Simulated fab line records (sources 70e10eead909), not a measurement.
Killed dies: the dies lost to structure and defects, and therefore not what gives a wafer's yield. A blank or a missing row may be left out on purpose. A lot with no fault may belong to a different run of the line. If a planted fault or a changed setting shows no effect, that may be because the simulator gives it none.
fab line records -- flow nand_harc -- part 1 of 2: steps 1 to 3 of 6
[record] lots = 23, wafers = 69, last_day = 25
route steps=1159 shown A_STAIRCASE@585
lots that met no fault: taken from a fault-free run of the same line
start_h: the number of hours between the record's first day and the start of the first shown wafer of the lot -- wait_h: hours elapsed since this lot's preceding step -- " the same as in the row above -- L1.1+2: a row that stands for several wafers -- - either no value or no given start -- * or withheld: withheld -- < > ~ a bound
route shown NAME@n: NAME is a module with steps in the file, n the number in the route of the first one -- usual: the fault-free wafers' mean and standard deviation -- same: alike in all rows -- chamber/n: place in a boat -- sites: readings site by site -- _std_site: standard deviation across them -- _edge_site: inner sites' mean taken away from outer sites' mean -- radius_mm: how far each site lies from the wafer's centre -- mask NAME#n: copy n -- behind: the most recent tool/chamber to have shaped the wafer -- hold: the reason the lot was held/the length of the hold in hours/how it ended -- device: which transistor (n, p or np) failed to switch -- end of line: the route-end tests of the same wafers -- where a step has no rows: the recipe by itself -- killed: the dies lost at the first sort to structure and to defects; this is not the yield of the wafer -- map: the dies of a wafer, with x for killed, . for not killed, _ for no die there
set.NAME: the setting the step ran with; set.NAME@STEP: the setting that earlier step ran with -- model.NAME: the simulator's own value behind a step, which no gauge read
a sample of lots followed through the steps of the route, with each step as a table and each wafer as a row
services: the hour from which a tool's chamber was out of use, counted from the record's first day as start_h (under 0 if before that day), plus the number of hours and why
[[steps]]
[step NHARC_A_STAIRCASE_TRIM_191]
[recipe] time_s = 211.2, o2_flow_sccm = 500, ar_flow_sccm = 0, bias_w = 0, chemistry = O2
[usual] drypump_motor_current_A = 6.0/0.41, mfc_ar_sccm = 0.004/0.0095, oes_product_au = 0.999/0.0095, rf_vpp_V = 57.7/0.88, showerhead_plenum_p_Torr = 3.48/0.15, throttle_valve_pct = 17.037/0.0085
lot.wafer,tool,chamber,start_h,wait_h,drypump_motor_current_A,mfc_ar_sccm,oes_product_au,rf_hours_counter_h,rf_vpp_V,showerhead_plenum_p_Torr,throttle_valve_pct
L074.1,rie_diel-06,2,-,-,6.4,0.002,1.004,65,58.0,3.60,17.048
L074.3,rie_diel-06,3,-,-,6.3,0.033,1.000,66,57.0,3.29,17.031
L074.6,rie_diel-06,3,-,-,6.3,0.033,1.016,-,58.3,3.29,17.055
L075.3,rie_diel-13,1,-,-,5.3,0,1.008,48,58.1,3.36,17.037
L075.2,rie_diel-13,3,-,-,5.4,0,1.008,47,57.9,3.30,17.021
L075.6,rie_diel-13,1,-,-,5.4,0,1.001,-,56.6,3.36,17.033
L076.1,rie_diel-01,3,-,-,6.0,0,0.991,43,57.9,3.55,17.026
L076.4,rie_diel-01,1,-,-,5.6,0,0.989,42,57.3,3.33,17.043
L076.5,rie_diel-01,3,-,-,6.0,0,0.981,-,56.7,3.55,17.029
L077.1,rie_diel-01,1,-,-,5.6,0,0.986,42,57.5,3.33,17.039
L077.5,rie_diel-01,3,-,-,6.0,0,0.981,-,58.4,3.55,17.052
L077.6,rie_diel-01,0,-,-,5.8,0,0.995,-,57.1,3.48,17.028
L079.4,rie_diel-13,0,-,-,5.6,0,0.981,56,56.9,3.58,17.052
L079.1,rie_diel-13,1,-,-,5.3,0,0.995,56,57.7,3.36,17.042
L079.6,rie_diel-13,3,-,-,5.4,0,0.992,-,57.5,3.29,17.044
L080.2,rie_diel-06,2,-,-,6.4,0.002,1.013,10,57.6,3.60,17.034
L080.4,rie_diel-06,0,-,-,5.9,0,0.994,9,58.4,3.61,17.046
L080.6,rie_diel-06,2,-,-,6.4,0.002,1.007,-,58.5,3.60,17.046
L081.1,rie_diel-06,3,-,-,6.3,0.033,1.012,9,55.6,3.29,17.049
L081.3,rie_diel-06,0,-,-,5.9,0,0.985,9,58.5,3.61,17.044
L081.4,rie_diel-06,1,-,-,6.5,0.002,0.998,11,58.4,3.69,17.037
L082.4,rie_diel-06,3,-,-,6.3,0.033,1.020,17,57.1,3.29,17.028
L082.2,rie_diel-06,0,-,-,5.9,0,0.995,17,58.6,3.60,17.029
L082.1,rie_diel-06,1,-,-,6.6,0.002,1.001,17,56.3,3.68,17.029
L083.1,rie_diel-06,1,-,-,6.6,0.002,1.007,18,59.4,3.68,17.026
L083.3,rie_diel-06,0,-,-,5.9,0,0.998,18,58.5,3.60,17.056
L083.6,rie_diel-06,2,-,-,6.5,0.002,0.997,-,57.2,3.60,17.025
L084.3,rie_diel-01,0,-,-,5.8,0,1.001,59,57.4,3.47,17.033
L084.5,rie_diel-01,0,-,-,5.8,0,0.997,-,58.3,3.47,17.031
L084.6,rie_diel-01,1,-,-,5.6,0,0.996,-,56.1,3.32,17.043
L085.4,rie_diel-06,3,-,-,6.3,0.033,1.008,20,56.7,3.28,17.036
L085.3,rie_diel-06,0,-,-,5.9,0,0.998,20,58.0,3.60,17.039
L085.5,rie_diel-06,3,-,-,6.3,0.033,1.019,-,57.6,3.28,17.035
L087.2,rie_diel-06,3,-,-,6.3,0.033,1.005,24,57.7,3.28,17.045
L087.1,rie_diel-06,0,-,-,5.9,0,0.991,25,58.1,3.60,17.030
L087.6,rie_diel-06,2,-,-,6.5,0.002,0.996,-,57.0,3.59,17.035
L086.1,rie_diel-13,2,-,-,6.6,0.011,0.995,18,57.4,3.80,17.022
L086.4,rie_diel-13,3,-,-,5.4,0,0.999,19,56.1,3.28,17.040
L086.6,rie_diel-13,1,-,-,5.3,0,0.995,-,56.8,3.35,17.027
L088.3,rie_diel-01,3,-,-,6.0,0,1.004,1,57.1,3.54,17.029
L088.1,rie_diel-01,0,-,-,5.8,0,1.017,1,58.1,3.46,17.030
L088.5,rie_diel-01,2,-,-,5.8,0,0.999,-,56.6,3.34,17.035
L089.2,rie_diel-01,0,-,-,5.8,0,1.002,1,58.1,3.46,17.040
L089.1,rie_diel-01,1,-,-,5.6,0,0.995,1,57.0,3.32,17.034
L089.5,rie_diel-01,1,-,-,5.6,0,1.002,-,57.6,3.32,17.016
L090.1,rie_diel-06,1,-,-,6.6,0.002,0.993,34,58.1,3.67,17.036
L090.2,rie_diel-06,2,-,-,6.5,0.002,0.990,34,58.5,3.59,17.056
L090.4,rie_diel-06,3,-,-,6.3,0.033,0.997,35,57.2,3.28,17.038
L091.3,rie_diel-13,3,-,-,5.4,0,0.985,26,56.3,3.28,17.039
L091.1,rie_diel-13,0,-,-,5.7,0,1.002,22,57.9,3.57,17.031
L091.4,rie_diel-13,1,-,-,5.3,0,0.991,24,59.0,3.35,17.040
L092.1,rie_diel-01,0,-,-,5.8,0,1.011,6,56.5,3.46,17.034
L092.6,rie_diel-01,0,-,-,5.8,0,1.012,-,57.3,3.46,17.040
L092.5,rie_diel-01,1,-,-,5.5,0,1.008,-,59.3,3.32,17.038
L093.3,rie_diel-13,2,-,-,6.5,0.011,1.004,30,58.2,3.79,17.038
L093.2,rie_diel-13,3,-,-,5.4,0,0.990,30,56.5,3.28,17.052
L093.1,rie_diel-13,1,-,-,5.3,0,1.007,28,56.5,3.34,17.032
L094.4,rie_diel-01,3,-,-,6.0,0,0.997,12,58.1,3.53,17.040
L094.3,rie_diel-01,2,-,-,5.8,0,0.998,12,57.2,3.33,17.039
L094.6,rie_diel-01,3,-,-,6.0,0,0.998,-,59.2,3.53,17.044
L095.1,rie_diel-13,1,-,-,5.3,0,1.005,31,56.4,3.34,17.033
L095.2,rie_diel-13,2,-,-,6.5,0.011,0.982,32,57.1,3.79,17.040
L095.6,rie_diel-13,1,-,-,5.3,0,0.991,-,58.3,3.34,17.043
L096.2,rie_diel-06,0,-,-,5.9,0,0.997,48,58.0,3.58,17.018
L096.5,rie_diel-06,2,-,-,6.4,0.002,0.983,-,58.5,3.58,17.040
L096.4,rie_diel-06,0,-,-,5.9,0,0.995,-,57.3,3.59,17.028
L097.3,rie_diel-13,0,-,-,5.7,0,0.989,37,57.5,3.56,17.029
L097.1,rie_diel-13,1,-,-,5.3,0,0.995,40,57.1,3.34,17.026
L097.6,rie_diel-13,3,-,-,5.4,0,0.987,-,58.0,3.27,17.039
[step NHARC_A_STAIRCASE_TRIM_193]
[recipe] time_s = 211.2, o2_flow_sccm = 500, ar_flow_sccm = 0, bias_w = 0, chemistry = O2
[usual] drypump_motor_current_A = 6.0/0.41, mfc_ar_sccm = 0.004/0.0096, oes_product_au = 0.998/0.009, rf_vpp_V = 57.7/0.9, showerhead_plenum_p_Torr = 3.48/0.16, throttle_valve_pct = 17.036/0.0097
lot.wafer,tool,chamber,start_h,wait_h,drypump_motor_current_A,mfc_ar_sccm,oes_product_au,rf_hours_counter_h,rf_vpp_V,showerhead_plenum_p_Torr,throttle_valve_pct
L074.1,rie_diel-06,2,-,-,6.4,0.002,1.010,65,58.3,3.61,17.049
L074.3,rie_diel-06,3,-,-,6.3,0.033,1.007,66,56.5,3.29,17.033
L074.6,rie_diel-06,2,-,-,6.4,0.002,1.002,-,59.3,3.60,17.034
L075.2,rie_diel-13,2,-,-,6.6,0.011,1.007,51,58.1,3.28,17.036
L075.3,rie_diel-13,3,-,-,5.4,0,1.004,47,57.3,3.30,17.024
L075.6,rie_diel-13,1,-,-,5.3,0,0.996,-,57.7,3.36,17.039
L076.4,rie_diel-01,0,-,-,5.8,0,0.996,41,57.5,3.48,17.035
L076.1,rie_diel-01,2,-,-,5.8,0,1.003,36,57.9,3.35,17.048
L076.5,rie_diel-01,0,-,-,5.8,0,0.992,-,58.9,3.48,17.034
L077.1,rie_diel-01,0,-,-,5.8,0,0.997,41,56.6,3.48,17.038
L077.5,rie_diel-01,0,-,-,5.8,0,0.995,-,58.8,3.48,17.036
L077.6,rie_diel-01,1,-,-,5.6,0,0.992,-,57.6,3.33,17.034
L079.4,rie_diel-13,3,-,-,5.4,0,1.000,56,55.9,3.29,17.023
L079.1,rie_diel-13,2,-,-,6.6,0.011,0.995,59,56.9,3.27,17.033
L079.6,rie_diel-13,0,-,-,5.7,0,0.976,-,57.9,3.58,17.040
L080.4,rie_diel-06,0,-,-,5.9,0,0.986,10,58.7,3.61,17.048
L080.2,rie_diel-06,1,-,-,6.6,0.002,1.002,11,57.4,3.69,17.037
L080.6,rie_diel-06,0,-,-,5.9,0,0.992,-,58.2,3.61,17.056
L081.3,rie_diel-06,1,-,-,6.6,0.002,1.005,11,57.2,3.69,17.025
L081.4,rie_diel-06,3,-,-,6.3,0.033,1.011,10,57.3,3.29,17.037
L081.1,rie_diel-06,0,-,-,5.9,0,0.995,10,56.5,3.61,17.020
L082.4,rie_diel-06,2,-,-,6.5,0.002,0.982,17,57.8,3.59,17.034
L082.1,rie_diel-06,3,-,-,6.3,0.033,1.002,17,56.3,3.29,17.024
L082.2,rie_diel-06,1,-,-,6.6,0.002,0.997,17,58.7,3.69,17.036
L083.1,rie_diel-06,3,-,-,6.3,0.033,1.011,17,56.8,3.29,17.044
L083.3,rie_diel-06,2,-,-,6.5,0.002,0.991,18,58.9,3.59,17.046
L083.6,rie_diel-06,3,-,-,6.3,0.033,1.005,-,56.7,3.28,17.031
L084.3,rie_diel-01,0,-,-,5.8,0,0.981,59,58.0,3.47,17.030
L084.6,rie_diel-01,0,-,-,5.8,0,0.990,-,57.5,3.47,17.042
L084.5,rie_diel-01,1,-,-,5.6,0,0.996,-,55.6,3.32,17.044
L085.4,rie_diel-06,3,-,-,6.2,0.033,1.009,20,56.6,3.28,17.044
L085.3,rie_diel-06,1,-,-,6.6,0.002,1.001,20,57.3,3.68,17.038
L085.5,rie_diel-06,3,-,-,6.2,0.033,0.996,-,57.3,3.28,17.032
L087.2,rie_diel-06,3,-,-,6.3,0.033,1.013,25,56.2,3.28,17.031
L087.1,rie_diel-06,0,-,-,5.9,0,0.996,25,59.0,3.60,17.026
L087.6,rie_diel-06,2,-,-,6.4,0.002,0.993,-,58.2,3.59,17.032
L086.1,rie_diel-13,0,-,-,5.7,0,1.005,16,57.1,3.57,17.038
L086.4,rie_diel-13,3,-,-,5.4,0,0.991,19,58.9,3.28,17.047
L086.6,rie_diel-13,0,-,-,5.7,0,1.012,-,58.0,3.57,17.044
L088.3,rie_diel-01,0,-,-,5.8,0,1.005,1,58.6,3.46,17.037
L088.1,rie_diel-01,2,-,-,5.8,0,0.995,1,56.9,3.34,17.040
L088.5,rie_diel-01,0,-,-,5.8,0,1.016,-,57.8,3.46,17.039
L089.2,rie_diel-01,1,-,-,5.6,0,1.008,1,57.0,3.32,17.046
L089.1,rie_diel-01,3,-,-,6.0,0,1.006,1,58.1,3.54,17.042
L089.5,rie_diel-01,1,-,-,5.6,0,0.994,-,57.1,3.32,17.040
L090.2,rie_diel-06,0,-,-,5.9,0,0.986,35,58.9,3.59,17.040
L090.4,rie_diel-06,1,-,-,6.5,0.002,1.005,34,59.3,3.68,17.034
L090.1,rie_diel-06,2,-,-,6.4,0.002,0.985,34,58.3,3.59,17.029
L091.1,rie_diel-13,2,-,-,6.5,0.011,0.989,25,58.7,3.79,17.028
L091.4,rie_diel-13,3,-,-,5.4,0,0.991,26,58.1,3.28,17.037
L091.3,rie_diel-13,0,-,-,5.6,0,0.995,23,58.0,3.56,17.032
L092.1,rie_diel-01,2,-,-,5.8,0,0.999,6,56.4,3.34,17.028
L092.6,rie_diel-01,1,-,-,5.6,0,1.005,-,57.3,3.32,17.024
L092.5,rie_diel-01,2,-,-,5.8,0,1.005,-,57.9,3.33,17.019
L093.2,rie_diel-13,1,-,-,5.3,0,1.002,29,56.6,3.34,17.023
L093.1,rie_diel-13,2,-,-,6.5,0.011,0.987,30,59.1,3.79,17.007
L093.3,rie_diel-13,0,-,-,5.7,0,1.010,27,57.0,3.56,17.025
L094.4,rie_diel-01,0,-,-,5.8,0,1.013,11,58.5,3.46,17.041
L094.3,rie_diel-01,1,-,-,5.6,0,0.998,10,57.8,3.31,17.022
L094.6,rie_diel-01,0,-,-,5.8,0,1.011,-,58.3,3.46,17.037
L095.2,rie_diel-13,0,-,-,5.7,0,1.003,29,59.8,3.56,17.032
L095.1,rie_diel-13,1,-,-,5.3,0,0.996,31,58.7,3.34,17.042
L095.6,rie_diel-13,2,-,-,6.5,0.011,0.998,-,59.1,3.79,17.042
L096.2,rie_diel-06,1,-,-,6.6,0.002,1.003,48,59.0,3.67,17.024
L096.4,rie_diel-06,2,-,-,6.5,0.002,0.992,-,57.8,3.58,17.027
L096.5,rie_diel-06,0,-,-,5.9,0,1.002,-,56.2,3.59,17.047
L097.3,rie_diel-13,2,-,-,6.6,0.011,0.987,42,58.0,3.78,17.044
L097.1,rie_diel-13,1,-,-,5.3,0,1.002,40,56.7,3.34,17.039
L097.6,rie_diel-13,2,-,-,6.5,0.011,0.996,-,57.6,3.78,17.024
[step NHARC_A_STAIRCASE_STRIP_205]
[recipe] power_w = 1500, temp_c = 250, chemistry = O2
[usual] drypump_motor_current_A = 5.41/0.28, heater_power_w = 335/33
lot.wafer,tool,chamber,start_h,wait_h,drypump_motor_current_A,heater_power_w,rf_hours_counter_h
L074.1,plasma_asher-02,0,241.07,0.1,5.58,285,16
L074.3,plasma_asher-02,0,241.07,0.1,5.58,294,-
L074.6,plasma_asher-02,1,241.07,0.1,5.76,326,-
L075.2,plasma_asher-02,1,241.51,0.1,5.73,327,16
L075.3,plasma_asher-02,0,241.51,0.1,5.58,284,-
L075.6,plasma_asher-02,1,241.51,0.1,5.75,330,-
L076.1,plasma_asher-01,1,253.93,0.1,5.14,385,51
L076.4,plasma_asher-01,1,253.93,0.1,5.14,390,-
L076.5,plasma_asher-01,1,253.93,0.1,5.13,392,-
L077.1,plasma_asher-01,1,254.37,0.1,5.12,394,51
L077.6,plasma_asher-01,1,254.37,0.1,5.11,391,-
L077.5,plasma_asher-01,0,254.37,0.1,5.10,359,-
L079.1,plasma_asher-02,1,268.63,0.1,5.72,328,28
L079.4,plasma_asher-02,1,268.63,0.1,5.75,328,-
L079.6,plasma_asher-02,0,268.63,0.1,5.58,294,-
L081.1,plasma_asher-02,0,281.71,0.6,5.58,294,33
L081.3,plasma_asher-02,0,281.71,0.6,5.57,291,-
L081.4,plasma_asher-02,1,281.71,0.6,5.71,326,-
L080.2,plasma_asher-02,1,282.77,1.5,5.72,322,34
L080.4,plasma_asher-02,1,282.77,1.5,5.72,323,-
L080.6,plasma_asher-02,0,282.77,1.5,5.61,300,-
L082.1,plasma_asher-01,0,296.41,0.1,5.09,345,3
L082.2,plasma_asher-01,1,296.41,0.1,5.13,386,3
L082.4,plasma_asher-01,1,296.41,0.1,5.15,379,-
L083.1,plasma_asher-02,1,297.59,0.1,5.73,316,38
L083.3,plasma_asher-02,1,297.59,0.1,5.74,326,-
L083.6,plasma_asher-02,0,297.59,0.1,5.58,288,-
L084.3,plasma_asher-02,1,308.67,0.2,5.74,327,-
L084.5,plasma_asher-02,1,308.67,0.2,5.78,324,-
L084.6,plasma_asher-02,0,308.67,0.2,5.59,296,-
L085.3,plasma_asher-02,0,308.97,0.2,5.60,288,-
L085.4,plasma_asher-02,1,308.97,0.2,5.69,325,-
L085.5,plasma_asher-02,0,308.97,0.2,5.58,294,-
L087.1,plasma_asher-01,1,318.18,0.1,5.13,379,10
L087.2,plasma_asher-01,0,318.18,0.1,5.10,340,10
L087.6,plasma_asher-01,1,318.18,0.1,5.13,379,-
L086.1,plasma_asher-01,0,326.22,0.1,5.10,348,13
L086.4,plasma_asher-01,0,326.22,0.1,5.08,348,-
L086.6,plasma_asher-01,0,326.22,0.1,5.09,347,-
L088.1,plasma_asher-01,0,329.12,0.1,5.09,357,13
L088.3,plasma_asher-01,1,329.12,0.1,5.13,375,-
L088.5,plasma_asher-01,0,329.12,0.1,5.11,349,-
L089.2,plasma_asher-02,0,329.51,0.1,5.59,297,48
L089.1,plasma_asher-02,1,329.51,0.1,5.76,319,48
L089.5,plasma_asher-02,0,329.51,0.1,5.58,295,-
L090.1,plasma_asher-01,1,340.76,0.1,5.13,376,18
L090.2,plasma_asher-01,0,340.76,0.1,5.10,350,18
L090.4,plasma_asher-01,1,340.76,0.1,5.11,379,-
L091.1,plasma_asher-02,0,342.09,0.1,5.60,302,52
L091.3,plasma_asher-02,1,342.09,0.1,5.70,314,-
L091.4,plasma_asher-02,0,342.09,0.1,5.61,294,-
L092.1,plasma_asher-02,1,342.50,0.1,5.72,320,52
L092.5,plasma_asher-02,0,342.50,0.1,5.58,298,-
L092.6,plasma_asher-02,1,342.50,0.1,5.75,329,-
L093.2,plasma_asher-01,0,354.05,0.1,5.10,345,23
L093.1,plasma_asher-01,1,354.05,0.1,5.16,379,23
L093.3,plasma_asher-01,1,354.05,0.1,5.15,385,-
L094.3,plasma_asher-02,0,359.56,0.2,5.57,286,-
L094.4,plasma_asher-02,1,359.56,0.2,5.73,324,-
L094.6,plasma_asher-02,0,359.56,0.2,5.60,285,-
L095.1,plasma_asher-01,1,363.71,0.5,5.13,373,28
L095.2,plasma_asher-01,0,363.71,0.5,5.10,343,28
L095.6,plasma_asher-01,1,363.71,0.5,5.13,381,-
L096.2,plasma_asher-01,0,374.33,0.1,5.12,347,35
L096.4,plasma_asher-01,0,374.33,0.1,5.11,353,-
L096.5,plasma_asher-01,0,374.33,0.1,5.10,346,-
L097.1,plasma_asher-02,0,386.21,0.1,5.58,298,7
L097.3,plasma_asher-02,0,386.21,0.1,5.61,304,-
L097.6,plasma_asher-02,1,386.21,0.1,5.74,313,-
